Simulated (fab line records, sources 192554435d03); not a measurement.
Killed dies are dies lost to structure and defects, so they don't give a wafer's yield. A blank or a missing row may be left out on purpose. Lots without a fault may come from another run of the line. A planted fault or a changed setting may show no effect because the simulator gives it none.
Split-lot experiment | flow n5_finfet | 7 lots, 21 wafers read, on a route of 1938 steps

THE SPLIT
At N5_FIN_SAQP_ETCH_65 (etches SiO2 in CF4, target depth 4 nm, time 4.4 s), the setting time_s was moved away from the recipe's 4.4 s on 8 of the 21 wafers read, by -10.9% to +18.7%. The other wafers ran this setting at the recipe's value.

The reading is taken at the split's own step.

THE READING
etch.depth_nm (the simulator's own value, which no gauge read), in nm, at N5_FIN_SAQP_ETCH_65 (etches SiO2 in CF4, target depth 4 nm, time 4.4 s). The file gives no usual value for it. The 13 wafers here that ran the recipe average 4.061 nm, standard deviation 0.1 nm.

wafer  | tool, chamber at the split | time_s as run, s | against the recipe | etch.depth_nm, nm | against lot-mates on the recipe
L076.2 | rie_si-05, 2               | 4.4              | recipe             | 4.171             | -
L076.4 | rie_si-05, 0               | 4.4              | recipe             | 4.008             | -
L076.6 | rie_si-05, 1               | 4.865            | +10.6%             | 4.333             | +0.244
L078.1 | rie_si-06, 1               | 3.92             | -10.9%             | 3.555             | -0.550
L078.2 | rie_si-06, 3               | 4.4              | recipe             | 4.105             | -
L078.6 | rie_si-06, 1               | 3.92             | -10.9%             | 3.57              | -0.535
L082.3 | rie_si-06, 2               | 4.4              | recipe             | 4.238             | -
L082.4 | rie_si-06, 3               | 4.4              | recipe             | 4.077             | -
L082.5 | rie_si-06, 2               | 4.4              | recipe             | 4.192             | -
L083.1 | rie_si-05, 2               | 4.102            | -6.8%              | 3.865             | no lot-mate on the recipe
L083.2 | rie_si-05, 3               | 4.102            | -6.8%              | 3.811             | no lot-mate on the recipe
L083.5 | rie_si-05, 0               | 4.102            | -6.8%              | 3.7               | no lot-mate on the recipe
L089.2 | rie_si-01, 3               | 4.4              | recipe             | 3.927             | -
L089.3 | rie_si-01, 0               | 4.4              | recipe             | 4.019             | -
L089.4 | rie_si-01, 2               | 4.4              | recipe             | 4.012             | -
L092.1 | rie_si-05, 2               | 4.4              | recipe             | 4.141             | -
L092.2 | rie_si-05, 3               | 4.4              | recipe             | 4.072             | -
L092.4 | rie_si-05, 1               | 4.4              | recipe             | 3.9               | -
L096.1 | rie_si-05, 0               | 4.4              | recipe             | 3.937             | -
L096.2 | rie_si-05, 1               | 5.221            | +18.7%             | 4.512             | +0.575
L096.3 | rie_si-05, 2               | 5.221            | +18.7%             | 4.913             | +0.976

THE FIT
A straight line over all 21 wafers: etch.depth_nm changes by +0.0369 nm for each +1% of time_s; r = +0.93; the points scatter about the line by 0.12 nm.
The same after taking each lot's own level away (the mean of its wafers on the recipe; 18 wafers): +0.042 nm for each +1%; r = +0.95; scatter 0.11 nm.
On that fit, the largest move of time_s shifts the reading by 0.78 nm.
The lots' own levels span 3.9370 to 4.1690 nm, that is 2.3 times the standard deviation above.
So the lot-to-lot level changes the slope: the two fits differ.
Check: with one of the wafers moved furthest among these (+18.7%) left out of the fit, the line predicts +0.862 nm for it against its lot-mates. It came out at +0.575 nm against them.

OTHER SPLITS ON THESE WAFERS
These wafers also went through other splits before the reading. Each is held against what the fit with the lots' levels taken away leaves over:
other split on the same wafers | wafers away from the commonest value | r with etch.depth_nm (lot level and that fit taken away)
N5_WELL_APT_COAT_02 spin_rpm   | 5                                    | +0.21
N5_WELL_APT_PEB_06 peb_time_s  | 8                                    | +0.00
N5_WELL_APT_PEB_23 peb_time_s  | 5                                    | -0.12
N5_WELL_APT_DESCUM_30 time_s   | 7                                    | -0.06

THE FILE'S OWN FIT
etch.depth_nm changes by +0.0397 nm for each +1% of time_s, r = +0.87.
